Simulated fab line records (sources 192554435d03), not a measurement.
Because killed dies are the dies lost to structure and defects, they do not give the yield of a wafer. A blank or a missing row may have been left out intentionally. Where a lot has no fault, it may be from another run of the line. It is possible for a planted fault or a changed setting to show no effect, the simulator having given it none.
Chamber matching / flow n5Finfet / rieDiel-04 running N5_BEOL_M2_VIA_ETCH_34: 4 sister chambers
The step etches the open film in C4F6/O2, target depth 69.4 nm, time 65.9 s. 18 wafers are shown with their chamber, then 9 later ones without.

WAFERS, EACH WITH ITS CHAMBER
wafer=L074.2; chamber=0; drypumpMotorCurrentA (A)=5.4; rfVppV (V)=681; throttleValvePct (%)=30.62
wafer=L074.3; chamber=1; drypumpMotorCurrentA (A)=6.0; rfVppV (V)=670; throttleValvePct (%)=30.25
wafer=L074.4; chamber=3; drypumpMotorCurrentA (A)=5.6; rfVppV (V)=670; throttleValvePct (%)=30.64
wafer=L075.1; chamber=1; drypumpMotorCurrentA (A)=6.0; rfVppV (V)=670; throttleValvePct (%)=30.27
wafer=L075.4; chamber=2; drypumpMotorCurrentA (A)=5.9; rfVppV (V)=671; throttleValvePct (%)=30.97
wafer=L075.5; chamber=0; drypumpMotorCurrentA (A)=5.4; rfVppV (V)=682; throttleValvePct (%)=30.63
wafer=L079.1; chamber=1; drypumpMotorCurrentA (A)=6.0; rfVppV (V)=671; throttleValvePct (%)=30.29
wafer=L079.4; chamber=0; drypumpMotorCurrentA (A)=5.5; rfVppV (V)=683; throttleValvePct (%)=30.64
wafer=L079.6; chamber=3; drypumpMotorCurrentA (A)=5.6; rfVppV (V)=671; throttleValvePct (%)=30.35
wafer=L080.3; chamber=3; drypumpMotorCurrentA (A)=5.6; rfVppV (V)=670; throttleValvePct (%)=30.34
wafer=L080.4; chamber=0; drypumpMotorCurrentA (A)=5.5; rfVppV (V)=680; throttleValvePct (%)=30.62
wafer=L080.5; chamber=1; drypumpMotorCurrentA (A)=6.0; rfVppV (V)=669; throttleValvePct (%)=30.30
wafer=L088.2; chamber=2; drypumpMotorCurrentA (A)=5.9; rfVppV (V)=671; throttleValvePct (%)=30.99
wafer=L088.5; chamber=3; drypumpMotorCurrentA (A)=5.6; rfVppV (V)=671; throttleValvePct (%)=30.37
wafer=L088.6; chamber=0; drypumpMotorCurrentA (A)=5.4; rfVppV (V)=682; throttleValvePct (%)=30.65
wafer=L089.1; chamber=3; drypumpMotorCurrentA (A)=5.6; rfVppV (V)=670; throttleValvePct (%)=30.38
wafer=L089.4; chamber=1; drypumpMotorCurrentA (A)=6.0; rfVppV (V)=670; throttleValvePct (%)=30.30
wafer=L089.6; chamber=2; drypumpMotorCurrentA (A)=5.9; rfVppV (V)=671; throttleValvePct (%)=31.01

SIGNATURES, as means of the wafers listed above
reading=drypumpMotorCurrentA; chamber 0=5.440; chamber 1=6.000; chamber 2=5.900; chamber 3=5.600; scatter within a chamber=0.0293
reading=rfVppV; chamber 0=681.60; chamber 1=670.00; chamber 2=671.00; chamber 3=670.40; scatter within a chamber=0.775
reading=throttleValvePct; chamber 0=30.6320; chamber 1=30.2820; chamber 2=30.9900; chamber 3=30.4160; scatter within a chamber=0.0692
Rule: distance of a wafer from a chamber = root of the sum over the readings of ((wafer's reading minus chamber's mean) / reading's scatter) squared. The wafer belongs to the nearest chamber; if the next one is less than 2 further off, it can't be placed. How the scatter is found: for the shown wafers, subtract from each reading the mean of its chamber, square and add these, divide the total by (wafers less chambers), then take the root.

WAFERS WITHOUT THEIR CHAMBER
wafer=L091.1; drypumpMotorCurrentA (A)=5.6; rfVppV (V)=671; throttleValvePct (%)=30.38
wafer=L091.2; drypumpMotorCurrentA (A)=6.0; rfVppV (V)=670; throttleValvePct (%)=30.30
wafer=L091.3; drypumpMotorCurrentA (A)=5.9; rfVppV (V)=671; throttleValvePct (%)=31.01
wafer=L093.1; drypumpMotorCurrentA (A)=5.9; rfVppV (V)=671; throttleValvePct (%)=31.01
wafer=L093.5; drypumpMotorCurrentA (A)=5.4; rfVppV (V)=682; throttleValvePct (%)=30.65
wafer=L093.6; drypumpMotorCurrentA (A)=5.6; rfVppV (V)=671; throttleValvePct (%)=30.38
wafer=L097.3; drypumpMotorCurrentA (A)=5.9; rfVppV (V)=670; throttleValvePct (%)=31.02
wafer=L097.4; drypumpMotorCurrentA (A)=5.6; rfVppV (V)=669; throttleValvePct (%)=30.40
wafer=L097.6; drypumpMotorCurrentA (A)=5.4; rfVppV (V)=680; throttleValvePct (%)=30.69

CHAMBER TAKEN BY EACH
wafer=L091.1; from the rows above=3; in truth=3
wafer=L091.2; from the rows above=1; in truth=1
wafer=L091.3; from the rows above=2; in truth=2
wafer=L093.1; from the rows above=2; in truth=2
wafer=L093.5; from the rows above=0; in truth=0
wafer=L093.6; from the rows above=3; in truth=3
wafer=L097.3; from the rows above=2; in truth=2
wafer=L097.4; from the rows above=3; in truth=3
wafer=L097.6; from the rows above=0; in truth=0
Placed correctly: 9 of 9. From these rows, 0 cannot be placed. Number placed wrongly: 0.
